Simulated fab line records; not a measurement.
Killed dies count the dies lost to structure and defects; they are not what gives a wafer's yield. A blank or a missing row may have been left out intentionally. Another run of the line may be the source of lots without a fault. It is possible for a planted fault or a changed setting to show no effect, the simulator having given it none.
The tool behind it: which one? + flow nand_harc + 39 wafers from 13 lots sampled at 6 of the route's 1302 steps

WHAT EACH GAUGE READ, for each wafer
NHARC_A_ONON_D2_THK_MEAS_02: measures by ellipsometry.
| lot  | measured     | on            | thk_nm (nm)    |
|------|--------------|---------------|----------------|
| L983 | day 12 16:05 | film_metro-02 | 982 983 982    |
| L985 | day 13 09:56 | film_metro-01 | 984 983 981    |
| L992 | day 15 18:37 | film_metro-02 | 979 980 979    |
| L993 | day 16 12:21 | film_metro-01 | 1003 1002 1004 |
| L994 | day 17 10:35 | film_metro-01 | 1000 1001 1002 |
| L996 | day 17 22:56 | film_metro-02 | 1001 1003 1003 |
| L997 | day 18 16:30 | film_metro-02 | 1000 998 1000  |
| L999 | day 19 03:05 | film_metro-02 | 1002 1001 1003 |
| L100 | day 19 03:06 | film_metro-01 | 1003 1002 1003 |
| L102 | day 20 01:16 | film_metro-02 | 994 994 994    |
| L104 | day 21 10:41 | film_metro-02 | 1010 1011 1009 |
| L105 | day 21 10:31 | film_metro-01 | 992 990 993    |
| L106 | day 22 09:51 | film_metro-02 | 998 997 995    |

NHARC_A_ONON_D2_THK_MEAS_14: measures by ellipsometry.
| lot  | measured     | on            | thk_nm (nm)    |
|------|--------------|---------------|----------------|
| L983 | day 12 18:22 | film_metro-02 | 1003 1004 1001 |
| L985 | day 13 12:14 | film_metro-01 | 1012 1013 1012 |
| L992 | day 15 20:53 | film_metro-01 | 619 619 620    |
| L993 | day 16 14:37 | film_metro-01 | 620 619 620    |
| L994 | day 17 12:52 | film_metro-02 | 994 993 995    |
| L996 | day 18 01:13 | film_metro-01 | 1002 1003 1004 |
| L997 | day 18 18:46 | film_metro-01 | 985 985 985    |
| L999 | day 19 05:23 | film_metro-01 | 996 995 995    |
| L100 | day 19 05:22 | film_metro-02 | 1013 1012 1012 |
| L102 | day 20 03:32 | film_metro-01 | 989 989 987    |
| L104 | day 21 12:57 | film_metro-01 | 989 989 991    |
| L105 | day 21 12:46 | film_metro-01 | 1013 1015 1014 |
| L106 | day 22 12:07 | film_metro-01 | 1003 1001 1000 |

NHARC_END_SORT_01.
| lot  | measured     | on        | killed_at_array | killed_at_other | killed_at_periphery | killed_dies | killed_open | killed_short |
|------|--------------|-----------|-----------------|-----------------|---------------------|-------------|-------------|--------------|
| L992 | day 28 00:18 | prober-02 | 674 671 674     | 0 0 0           | 3 6 3               | 677 677 677 | 1 1 1       | 0 1 2        |
| L993 | day 28 01:10 | prober-01 | 670 669 672     | 2 2 2           | 5 6 3               | 677 677 677 | 3 3 2       | 2 1 2        |

TOOL THAT RAN EACH LOT (tool first, then ch and the chambers of the sampled wafers, then the start)
| lot  | NHARC_A_CHANNEL_FILL_D1_ALD_03                 | NHARC_A_DECK1_JOINT_CMP_13    | NHARC_A_ONON_D2_DEP_12           |
|------|------------------------------------------------|-------------------------------|----------------------------------|
| L983 | ald_sin_batch-02 ch 0, day 11 14:53 or earlier | cmp-03 ch 0,1,3, day 11 14:53 | pecvd_onon-02 ch 0, day 12 17:52 |
| L985 | ald_sin_batch-03 ch 0, day 12 06:46 or earlier | cmp-04 ch 0,1, day 12 06:46   | pecvd_onon-01 ch 0, day 13 11:43 |
| L992 | ald_sin_batch-01 ch 0, day 14 19:48 or earlier | cmp-03 ch 1,2,3, day 14 19:48 | pecvd_onon-01 ch 0, day 15 20:22 |
| L993 | ald_sin_batch-03 ch 0, day 15 10:27 or earlier | cmp-02 ch 0,2, day 15 10:27   | pecvd_onon-01 ch 0, day 16 14:10 |
| L994 | ald_sin_batch-01 ch 0, day 16 08:52 or earlier | cmp-03 ch 0,1,3, day 16 08:52 | pecvd_onon-02 ch 0, day 17 12:31 |
| L996 | ald_sin_batch-02 ch 0, day 16 18:23 or earlier | cmp-04 ch 1,2,3, day 16 18:23 | pecvd_onon-02 ch 0, day 18 00:46 |
| L997 | ald_sin_batch-01 ch 0, day 17 13:28 or earlier | cmp-04 ch 1,2,3, day 17 13:28 | pecvd_onon-02 ch 0, day 18 18:22 |
| L999 | ald_sin_batch-01 ch 0, day 18 02:50 or earlier | cmp-03 ch 1,2,3, day 18 02:50 | pecvd_onon-01 ch 0, day 19 04:56 |
| L100 | ald_sin_batch-01 ch 0, day 18 02:49 or earlier | cmp-02 ch 0,1,2, day 18 02:49 | pecvd_onon-02 ch 0, day 19 04:51 |
| L102 | ald_sin_batch-03 ch 0, day 19 01:08 or earlier | cmp-02 ch 1,2,3, day 19 01:08 | pecvd_onon-02 ch 0, day 20 03:05 |
| L104 | ald_sin_batch-03 ch 0, day 20 10:21 or earlier | cmp-03 ch 0,2, day 20 10:21   | pecvd_onon-01 ch 0, day 21 12:30 |
| L105 | ald_sin_batch-03 ch 0, day 20 10:21 or earlier | cmp-02 ch 0,1,3, day 20 10:21 | pecvd_onon-02 ch 0, day 21 12:16 |
| L106 | ald_sin_batch-03 ch 0, day 21 01:50 or earlier | cmp-03 ch 0,3, day 21 01:50   | pecvd_onon-02 ch 0, day 22 11:36 |
- NHARC_A_CHANNEL_FILL_D1_ALD_03: deposits SiNx, target thk 6 nm, pulse time 60 s, ald cycles 58.
- NHARC_A_DECK1_JOINT_CMP_13: polishes, target thk 51.023 nm.
- NHARC_A_ONON_D2_DEP_12: target thk 1000 nm.

AS READ BY THE TOOLS THEMSELVES (means over the sampled wafers that have a number; for cases with no such wafer, the mark the record gives instead)
NHARC_A_CHANNEL_FILL_D1_ALD_03.
| lot  | tool             | precursor_pulse_height_rel |
|------|------------------|----------------------------|
| L983 | ald_sin_batch-02 | 1.017                      |
| L985 | ald_sin_batch-03 | 1.003                      |
| L992 | ald_sin_batch-01 | 1.001                      |
| L993 | ald_sin_batch-03 | 0.984                      |
| L994 | ald_sin_batch-01 | 0.986                      |
| L996 | ald_sin_batch-02 | 0.982                      |
| L997 | ald_sin_batch-01 | 0.987                      |
| L999 | ald_sin_batch-01 | 1.008                      |
| L100 | ald_sin_batch-01 | 1.003                      |
| L102 | ald_sin_batch-03 | 0.977                      |
| L104 | ald_sin_batch-03 | 0.996                      |
| L105 | ald_sin_batch-03 | 1.002                      |
| L106 | ald_sin_batch-03 | 1.000                      |

NHARC_A_DECK1_JOINT_CMP_13.
| lot  | tool   | motor_current_A (A) | slurry_filter_dp_kPa (kPa) | time_to_endpoint_s (s) |
|------|--------|---------------------|----------------------------|------------------------|
| L983 | cmp-03 | 11.7                | 13.42                      | 6.1                    |
| L985 | cmp-04 | 11.0                | 13.46                      | 9.3                    |
| L992 | cmp-03 | 11.9                | 13.45                      | 8.6                    |
| L993 | cmp-02 | 12.7                | 13.40                      | 13.1                   |
| L994 | cmp-03 | 11.5                | 13.65                      | 7.5                    |
| L996 | cmp-04 | 11.6                | 13.50                      | 9.1                    |
| L997 | cmp-04 | 11.3                | 13.48                      | 10.9                   |
| L999 | cmp-03 | 12.4                | 13.38                      | 11.4                   |
| L100 | cmp-02 | 12.2                | 13.57                      | 11.1                   |
| L102 | cmp-02 | 11.8                | 13.50                      | 9.5                    |
| L104 | cmp-03 | 10.8                | 13.52                      | 9.8                    |
| L105 | cmp-02 | 11.6                | 13.49                      | 9.1                    |
| L106 | cmp-03 | 12.0                | 13.36                      | 11.0                   |

THE ANSWER, worked out from the rows above alone
Rule: what is usual is taken from the lots themselves. The widest of any qualifying gaps counts: lots, ordered by their means at a reading, are off when they make up no more than a third of the lots, leave a main group of 4 or more, and stand apart from it by 3 or more times the standard deviation of that group's means. A main group whose means are all the same, to the digits that the tables above print for the reading, isn't used. Also off: a lot with no number at a reading for which 4 or more lots have one. All remaining lots with rows at the step are treated as sound. The gauges are gone through in route order, then the tools' own readings, and for those a lot's mean is taken as printed above. The first step at which some lot is off is used, and at that step the reading that is off furthest; a lot without a number counts as furthest.
Off: L992, L993, at NHARC_A_ONON_D2_THK_MEAS_14 (thk_nm). The main group: mean 1000 nm, standard deviation 9.7.
A tool fits if, at a process step before that reading, it ran every lot that is off, and no sound lot after the first of them. Those tools and the gauges at NHARC_A_ONON_D2_THK_MEAS_14 are tried in the same way. NHARC_A_CHANNEL_FILL_D1_ALD_03: start missing for some lots; hours and lot order therefore follow NHARC_A_DECK1_JOINT_CMP_13. None of those tried fits.

WHAT THE SIMULATOR PUT IN
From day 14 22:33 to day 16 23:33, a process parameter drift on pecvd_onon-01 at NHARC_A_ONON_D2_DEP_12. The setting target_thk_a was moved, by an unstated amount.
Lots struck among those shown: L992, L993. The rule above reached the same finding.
